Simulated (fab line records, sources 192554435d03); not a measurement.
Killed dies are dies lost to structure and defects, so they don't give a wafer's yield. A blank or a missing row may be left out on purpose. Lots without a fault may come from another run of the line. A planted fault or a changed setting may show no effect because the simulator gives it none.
fab line records | flow n5_finfet
record lots=6 wafers=18 last_day=19
route steps=1938 shown BEOL_M6@1200 PASSIVATION@1936
lots that met no fault: from a run of the same line without faults
start_h: hours from the record's first day to the start of the lot's first wafer shown | wait_h: hours since the lot's step before | " the same as in the row above | L1.1+2: a row that stands for several wafers | - no value, or no start given | * or withheld: withheld | < > ~ a bound
route shown NAME@n: a module of which the file shows steps, and the number in the route of the first | usual: mean/standard deviation of fault-free wafers | same: alike in all rows | chamber/n: place in a boat | sites: the reading at each site | _std_site: their standard deviation | _edge_site: outer sites' mean less inner sites' | radius_mm: how far each site lies from the wafer's centre | mask NAME#n: copy n | behind: the tool/chamber that last shaped the wafer | hold: why the lot was held/for how many hours/how that ended | device: the transistor (n, p or np) that didn't switch | end of line: the same wafers' tests at the end of the route | a step without rows: its recipe alone | killed: dies lost to structure and defects at the first sort, not the wafer's yield | map: a wafer's dies, x killed, . not, _ none there
set.NAME: the setting as run; set.NAME@STEP: as run at that earlier step | model.NAME: the simulator's own value behind a step, which no gauge read
lots at some steps of the route; a table a step, a row a wafer
services: from which hour (start_h, from the record's first day; less than 0 if before it) a tool's chamber was out of use, for how many hours, and why
## steps
# step N5_BEOL_M6_COAT_60
# recipe resist=SiARC temp_c=220 time_s=60 spin_rpm=1500 resist_thk_nm=35
# step N5_BEOL_M6_COAT_05
# recipe resist=CAR-ArF spin_rpm=1500 resist_thk_nm=90
# step N5_BEOL_M6_EBR_07
# recipe solvent=PGMEA ebr_width_mm=1.5
# step N5_BEOL_M6_SOFTBAKE_06
# recipe temp_c=110 time_s=60 resist=CAR-ArF
# step N5_BEOL_M6_EXPOSE_08
# recipe mask_id=M6 na=1.35 source_shape=dipole sigma_inner=0.817 sigma_outer=0.97 polarization=te dose_mj=68.25
# step N5_BEOL_M6_PEB_09
# recipe peb_temp_c=withheld peb_time_s=60 resist=CAR-ArF
# step N5_BEOL_M6_DEVELOP_10
# recipe develop_time_s=30 developer=TMAH resist=CAR-ArF rinse_liquid=diw dry=air_spin dev_temp_c=23
# step N5_BEOL_M6_CD_MEAS_11
# recipe target_cd_nm=38.5 landing_energy_ev=500 detector=se_inlens polarity=opening
# usual cd_nm=38.2/0.48
# columns lot.wafer tool chamber start_h wait_h cd_nm
L430.1 cd_sem-01 0 218.97 - 37.9
L430.3 " 0 " " 37.6
L430.4 " 0 " " 37.2
L439.1 cd_sem-02 0 266.99 - 38.1
L439.5 " 0 " " 37.9
L439.6 " 0 " " 38.3
L441.1 cd_sem-01 0 270.69 - 38.2
L441.2 " 0 " " 38.2
L441.3 " 0 " " 38.5
L447.3 cd_sem-02 0 311.20 - 37.7
L447.5 " 0 " " 37.9
L447.6 " 0 " " 38.0
L449.1 cd_sem-02 0 314.84 - 39.1
L449.2 " 0 " " 38.6
L449.5 " 0 " " 38.1
L451.2 cd_sem-03 0 341.84 - 37.4
L451.3 " 0 " " 38.0
L451.6 " 0 " " 36.5
# step N5_BEOL_M6_OVL_MEAS_12
# recipe points_per_wafer=44
# usual M6_OVL=0.1/0.79
# columns lot.wafer tool chamber start_h wait_h M6_OVL[nm]
L430.1 overlay-01 0 219.00 0.0 0.3
L430.3 " 0 " " -0.8
L430.4 " 0 " " 1.2
L439.1 overlay-01 0 267.02 0.0 0.9
L439.5 " 0 " " 0.9
L439.6 " 0 " " 0.2
L441.1 overlay-01 0 270.72 0.0 0.1
L441.2 " 0 " " -1.0
L441.3 " 0 " " 0.7
L447.3 overlay-02 0 311.23 0.0 0.2
L447.5 " 0 " " -0.9
L447.6 " 0 " " 1.2
L449.1 overlay-01 0 314.87 0.0 0.8
L449.2 " 0 " " -0.4
L449.5 " 0 " " 1.2
L451.2 overlay-02 0 341.87 0.0 -1.6
L451.3 " 0 " " 0.6
L451.6 " 0 " " -0.6
# step N5_BEOL_M6_INSPECT_13
# recipe mode=adi inspect_instrument=brightfield
# usual raw_defect_count=418/98
# columns lot.wafer tool chamber start_h wait_h raw_defect_count
L430.1 defect_inspect-01 - 219.03 0.0 374
L430.3 " - " " 373
L430.4 " - " " 494
L439.1 defect_inspect-01 - 267.05 0.0 561
L439.5 " - " " 507
L439.6 " - " " 447
L441.1 defect_inspect-01 - 270.74 0.0 257
L441.2 " - " " 287
L441.3 " - " " 341
L447.3 defect_inspect-01 - 311.26 0.0 448
L447.5 " - " " 472
L447.6 " - " " 509
L449.1 defect_inspect-02 - 314.89 0.0 337
L449.2 " - " " 405
L449.5 " - " " 330
L451.2 defect_inspect-01 - 341.90 0.0 396
L451.3 " - " " 427
L451.6 " - " " 313
# step N5_BEOL_M6_DESCUM_16
# recipe chemistry=O2 time_s=7.9 source_power_w=50 bias_power_w=20 pressure_mtorr=20 rf_frequency_hz=2.712e+07 temp_c=40 resist=CAR-ArF o2_flow_sccm=225
# usual bias_power_w=20.00/0.059 drypump_motor_current_A=5.8/0.46 o2_flow_sccm=224.9/0.65 oes_product_au=0.78/0.1 rf_vpp_V=243.5/1.5 showerhead_plenum_p_Torr=2.12/0.083 throttle_valve_pct=20.46/0.29
# columns lot.wafer tool chamber start_h wait_h bias_power_w drypump_motor_current_A o2_flow_sccm oes_product_au rf_hours_counter_h rf_vpp_V showerhead_plenum_p_Torr throttle_valve_pct
L430.1 rie_diel-02 1 219.28 0.3 20.01 5.8 225.4 0.71 215 245.1 2.16 20.67
L430.3 " 2 " " 20.00 6.4 225.0 0.81 80 245.0 2.22 20.46
L430.4 " 2 " " 19.96 6.4 225.4 0.81 - 243.9 2.22 20.47
L439.1 rie_diel-05 1 267.08 0.0 19.98 6.5 225.0 0.98 4 245.4 2.22 20.26
L439.5 " 0 " " 20.01 5.6 225.1 0.67 - 243.9 2.07 20.95
L439.6 " 1 " " 20.07 6.5 224.7 0.97 - 246.9 2.22 20.25
L441.1 rie_diel-05 0 271.35 0.6 20.11 5.6 225.6 0.67 239 242.9 2.07 20.95
L441.2 " 2 " " 19.99 5.5 225.2 0.70 234 242.6 2.18 20.50
L441.3 " 3 " " 19.93 6.1 224.6 0.72 198 242.8 2.06 20.51
L447.3 rie_diel-02 1 311.29 0.0 20.04 5.8 223.9 0.67 250 243.1 2.15 20.73
L447.5 " 3 " " 20.11 4.9 224.3 1.00 - 241.8 2.04 19.94
L447.6 " 2 " " 20.06 6.4 223.7 0.77 - 244.8 2.21 20.53
L449.1 rie_diel-04 0 314.93 0.0 20.02 5.6 224.7 0.75 135 240.5 2.01 20.16
L449.2 " 2 " " 19.93 6.0 226.1 0.71 241 240.3 1.97 20.36
L449.5 " 3 " " 20.02 5.7 225.3 0.95 - 244.0 2.15 20.70
L451.2 rie_diel-04 0 350.11 8.2 20.04 5.6 225.5 0.74 142 241.1 2.01 20.19
L451.3 " 1 " " 19.94 5.3 225.7 0.94 7 244.1 2.16 20.74
L451.6 " 3 " " 19.98 5.7 225.6 0.93 - 242.7 2.15 20.68
# step N5_BEOL_M6_ETCH_61
# recipe chemistry=CF4 target=SiARC target_depth_a=455 mask_material=CAR-ArF time_s=75.8 ion_energy_ev=80 pressure_mtorr=40 source_w=545 bias_w=36 Ar_flow_sccm=100 cf4_flow_sccm=100 ends=cleared
# usual bias_w=36.02/0.1 drypump_motor_current_A=5.8/0.46 etch_rf_on_time_s=76.5/2.4 oes_product_au=0.66/0.086 rf_vpp_V=184.3/1.3 showerhead_plenum_p_Torr=2.16/0.075 throttle_valve_pct=15.65/0.27
# columns lot.wafer tool chamber start_h wait_h bias_w drypump_motor_current_A etch_rf_on_time_s oes_product_au rf_hours_counter_h rf_vpp_V showerhead_plenum_p_Torr throttle_valve_pct
L430.1 rie_diel-02 1 219.31 0.0 36.28 5.8 79.4 0.59 215 184.9 2.19 15.83
L430.3 " 2 " " 36.19 6.4 73.5 0.72 80 185.6 2.26 15.53
L430.4 " 2 " " 36.15 6.4 74.2 0.70 - 185.8 2.26 15.54
L439.1 rie_diel-05 1 267.12 0.0 36.18 6.5 75.1 0.82 4 186.6 2.28 15.42
L439.5 " 0 " " 36.10 5.6 80.2 0.57 - 183.4 2.11 16.06
L439.6 " 1 " " 35.97 6.5 74.6 0.81 - 184.9 2.28 15.40
L441.1 rie_diel-05 0 271.38 0.0 36.00 5.6 80.1 0.57 239 184.4 2.11 16.05
L441.2 " 2 " " 35.87 5.5 76.6 0.60 234 186.2 2.19 15.54
L441.3 " 3 " " 35.97 6.1 76.6 0.62 198 183.9 2.13 15.80
L447.3 rie_diel-02 1 311.32 0.0 36.00 5.8 81.1 0.57 250 184.7 2.18 15.89
L447.5 " 3 " " 36.03 4.9 73.1 0.85 - 181.7 2.11 15.27
L447.6 " 2 " " 36.15 6.4 74.4 0.67 - 185.5 2.25 15.61
L449.1 rie_diel-04 0 314.96 0.0 35.98 5.6 77.0 0.63 135 183.5 2.07 15.42
L449.2 " 2 " " 36.07 6.1 75.9 0.60 241 184.1 2.02 15.58
L449.5 " 3 " " 35.94 5.7 76.3 0.81 - 183.6 2.19 15.68
L451.2 rie_diel-04 0 350.15 0.0 35.86 5.6 77.2 0.63 142 184.9 2.07 15.44
L451.3 " 1 " " 35.99 5.3 79.6 0.79 7 184.9 2.20 15.68
L451.6 " 3 " " 36.08 5.7 75.8 0.79 - 183.5 2.19 15.68
# step N5_BEOL_M6_ETCH_62
# recipe chemistry=N2/H2 target=SOC target_depth_a=1100 overetch_a=220 mask_material=SiARC temp_c=40 time_s=165 ion_energy_ev=200 pressure_mtorr=30 source_w=840 bias_w=150 n2_flow_sccm=200 h2_flow_sccm=200
# usual bias_w=150.0/0.45 drypump_motor_current_A=5.8/0.46 h2_flow_sccm=200.1/0.59 oes_product_au=0.66/0.079 rf_vpp_V=524.8/2.8 showerhead_plenum_p_Torr=2.57/0.093 throttle_valve_pct=17.87/0.29
# columns lot.wafer tool chamber start_h wait_h bias_w drypump_motor_current_A h2_flow_sccm oes_product_au rf_hours_counter_h rf_vpp_V showerhead_plenum_p_Torr throttle_valve_pct model.SiARC_of_BEOL_M6_COAT_60.thk_nm
L430.1 rie_diel-02 1 219.37 0.0 150.1 5.8 199.9 0.61 215 526.3 2.63 18.11 28.8
L430.3 " 2 " " 149.7 6.4 201.4 0.70 80 526.8 2.69 17.78 27.8
L430.4 " 2 " " 150.5 6.4 201.5 0.68 - 527.9 2.69 17.79 27.8
L439.1 rie_diel-05 1 267.17 0.0 174.9 6.5 200.6 0.80 4 583.9 2.70 17.67 26.8
L439.5 " 0 " " 175.3 5.6 200.2 0.58 - 576.0 2.52 18.33 27.2
L439.6 " 1 " " 175.0 6.5 201.2 0.80 - 582.6 2.70 17.67 26.8
L441.1 rie_diel-05 0 271.44 0.0 175.0 5.6 200.9 0.58 239 574.7 2.52 18.33 27.4
L441.2 " 2 " " 173.9 5.5 200.0 0.60 234 578.2 2.63 17.89 27.2
L441.3 " 3 " " 174.8 6.1 200.1 0.62 198 574.7 2.51 17.89 27
L447.3 rie_diel-02 1 311.38 0.0 150.4 5.8 200.4 0.58 250 526.2 2.62 18.16 29
L447.5 " 3 " " 150.2 4.9 200.7 0.82 - 523.8 2.51 17.58 28
L447.6 " 2 " " 149.5 6.4 200.6 0.66 - 526.7 2.68 17.86 28.2
L449.1 rie_diel-04 0 315.02 0.0 149.2 5.6 199.7 0.63 135 521.0 2.42 17.40 28.6
L449.2 " 2 " " 149.5 6.1 199.6 0.59 241 520.3 2.42 17.97 28.2
L449.5 " 3 " " 149.5 5.7 199.8 0.79 - 523.3 2.62 18.05 28.2
L451.2 rie_diel-04 0 350.20 0.0 149.4 5.6 199.2 0.63 142 520.6 2.42 17.40 28.8
L451.3 " 1 " " 149.6 5.3 199.5 0.80 7 525.1 2.61 17.92 28.8
L451.6 " 3 " " 149.9 5.7 199.9 0.78 - 526.2 2.62 18.04 28.4
# step N5_BEOL_M6_STRIP_68
# recipe chemistry=N2/H2 temp_c=40 n2_flow_sccm=200 h2_flow_sccm=200 rf_frequency_hz=6e+07
# step N5_PASSIVATION_PROBE_49
# usual defect_limited_yield=91.6/1.4 killed_at_M0_to_M3=35/10 killed_at_M4_up=13/4.8 killed_at_contacts=12/7.2 killed_at_front_end=36/12 killed_at_other=4/3.1 killed_dies=100/17 killed_open=66/13 killed_short=32/7.3 sort_bin_5_function=5.0/0.94 sort_bin_6_memory=3.1/0.67 sort_n_pass=1080/17 sort_yield_pct=91.6/1.4
# same gross_dies=1180 killed_at_back_side=0 sort_bin_4_leakage[%]=0 sort_bin_8_speed[%]=0
# columns lot.wafer tool chamber start_h wait_h defect_limited_yield[%] killed_at_M0_to_M3 killed_at_M4_up killed_at_contacts killed_at_front_end killed_at_other killed_dies killed_open killed_short sort_bin_5_function[%] sort_bin_6_memory[%] sort_n_pass sort_yield_pct[%]
L439.1 prober-02 - 375.70 0.0 93.6 26 16 8 23 2 75 46 27 3.6 2.3 1105 93.6
L439.5 prober-02 - 375.90 0.2 94.3 28 11 8 20 0 67 43 24 3.4 1.9 1113 94.3
L439.6 prober-02 - 375.95 0.3 93.2 35 6 4 34 1 80 53 21 4.1 1.6 1100 93.2
# killed by level:class
L439.1 BEOL_M2:geometric_particle:open=12 BEOL_M4:geometric_particle:open=6 MOL_CONTACT_COAG:geometric_particle:open=6 BEOL_M4:geometric_particle:short=5 BEOL_M3:geometric_particle:open=4 STARTING-WAFER:geometric_particle:short=4 FIN_SAQP:geometric_particle:short=3 GATE_CUT:geometric_particle:short=3
L439.5 BEOL_M0_SAQP:geometric_particle:open=7 MOL_CONTACT_COAG:geometric_particle:open=6 BEOL_M1:geometric_particle:open=6 BEOL_M0_SAQP:geometric_particle:short=5 BEOL_M4:geometric_particle:open=4 STARTING-WAFER:geometric_particle:short=4 FIN_SAQP:geometric_particle:open=3 DUMMY_GATE:geometric_particle:open=3
L439.6 BEOL_M2:geometric_particle:open=11 STI_FIN_REVEAL:geometric_particle:open=10 BEOL_M3:geometric_particle:open=9 BEOL_M0_SAQP:geometric_particle:short=6 HKMG_FIN:area_etch=6 STARTING-WAFER:geometric_particle:open=4 FIN_SAQP:geometric_particle:open=3 STI_FIN_REVEAL:geometric_particle:short=3
## services
# columns tool chamber start_h hours kind
rie_diel-02 0 205.33 - clean
rie_diel-02 0 205.33 - consumable_replace:focus_ring
rie_diel-02 0 205.33 - consumable_replace:showerhead
rie_diel-02 0 205.33 23.1 scheduled_down
rie_diel-02 0 205.33 23.1 vent_cycle
rie_diel-05 1 232.24 - clean
rie_diel-05 1 232.24 - consumable_replace:focus_ring
rie_diel-05 1 232.24 - consumable_replace:showerhead
rie_diel-05 1 232.24 23.2 scheduled_down
rie_diel-05 1 232.24 23.2 vent_cycle
rie_diel-02 1 236.01 1.8 repair
rie_diel-04 - 241.54 0.5 repair
rie_diel-02 - 268.92 2.8 pm
rie_diel-02 3 279.76 - clean
rie_diel-02 3 279.76 - consumable_replace:focus_ring
rie_diel-02 3 279.76 24.2 scheduled_down
rie_diel-02 3 279.76 24.2 vent_cycle
rie_diel-04 3 284.47 - clean
rie_diel-05 2 293.30 10.5 repair
rie_diel-05 - 300.33 0.8 repair
rie_diel-02 0 304.01 13.7 repair
rie_diel-04 - 328.22 20.3 repair
rie_diel-02 2 329.23 17.8 repair
rie_diel-05 - 333.67 14.6 pm
## key
first_sign step=N5_BEOL_M6_ETCH_62 reading=bias_w direction=up sigmas=55 usual=* struck=*
effect step=N5_BEOL_M6_ETCH_62 reading=rf_vpp_V direction=up sigmas=19 usual=524.8 struck=578.4
model_effect step=N5_BEOL_M6_ETCH_62 value=SiARC_of_BEOL_M6_COAT_60.thk_nm without=28.33 struck=27.07
met_at N5_BEOL_M6_ETCH_62
struck_wafers L439.1,L439.5,L439.6,L441.1,L441.2,L441.3
fault kind=process_parameter_drift tool=rie_diel-05 chamber=- onset_h=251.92 steps=N5_BEOL_M6_ETCH_62 channel=bias_w offset=* shape=step end_h=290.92 acts_in=* stated=*
